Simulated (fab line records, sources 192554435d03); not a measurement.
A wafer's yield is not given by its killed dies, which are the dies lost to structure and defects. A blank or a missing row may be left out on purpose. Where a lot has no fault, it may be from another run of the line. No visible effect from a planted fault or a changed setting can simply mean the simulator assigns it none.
Chamber matching    flow n5_finfet    N5_BEOL_M6_STRIP_67 on rie_diel-01: 4 sister chambers
The step strips in CF4. 8 wafers are shown with their chamber, then 10 later ones without.

== EACH WAFER AND ITS CHAMBER ==
wafer   chamber  throttle_valve_pct (%)  showerhead_plenum_p_Torr (Torr)
L078.1  2        13.27                   1.87
L077.5  1        13.87                   1.86
L079.3  2        13.29                   1.87
L081.2  1        13.89                   1.86
L082.5  0        13.07                   1.88
L082.6  3        13.32                   1.83
L086.2  0        13.11                   1.88
L086.3  3        13.38                   1.82

== WAFERS WITHOUT THEIR CHAMBER ==
wafer   throttle_valve_pct (%)  showerhead_plenum_p_Torr (Torr)
L086.5  13.10                   1.88
L088.1  13.34                   1.86
L088.3  13.36                   1.82
L088.6  13.35                   1.82
L094.1  13.38                   1.82
L094.2  13.12                   1.88
L094.6  13.40                   1.82
L097.1  13.38                   1.85
L097.2  13.42                   1.81
L097.4  13.17                   1.87

== CHAMBER TAKEN BY EACH ==
wafer   from the rows above      in truth
L086.5  0                        0
L088.1  2                        2
L088.3  3                        3
L088.6  3                        3
L094.1  3                        3
L094.2  0                        0
L094.6  3                        3
L097.1  can't be placed: 2 or 3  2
L097.2  3                        3
L097.4  can't be placed: 2 or 0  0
8 of 10 placed correctly. Unplaceable from these rows: 2, with the true chamber sitting among the candidates in 2. Placed wrongly: 0.
How it was worked out, from the rows above alone: a wafer's distance from a chamber is the root of the sum, over the readings, of the square of ((its reading less the chamber's mean) divided by the reading's scatter). If the next closest chamber is less than 2 further off than the closest, the wafer can't be placed; otherwise it belongs to the closest. A chamber's mean is the mean of its shown wafers. How the scatter is found: for the shown wafers, subtract from each reading the mean of its chamber, square and add these, divide the total by (wafers less chambers), then take the root.
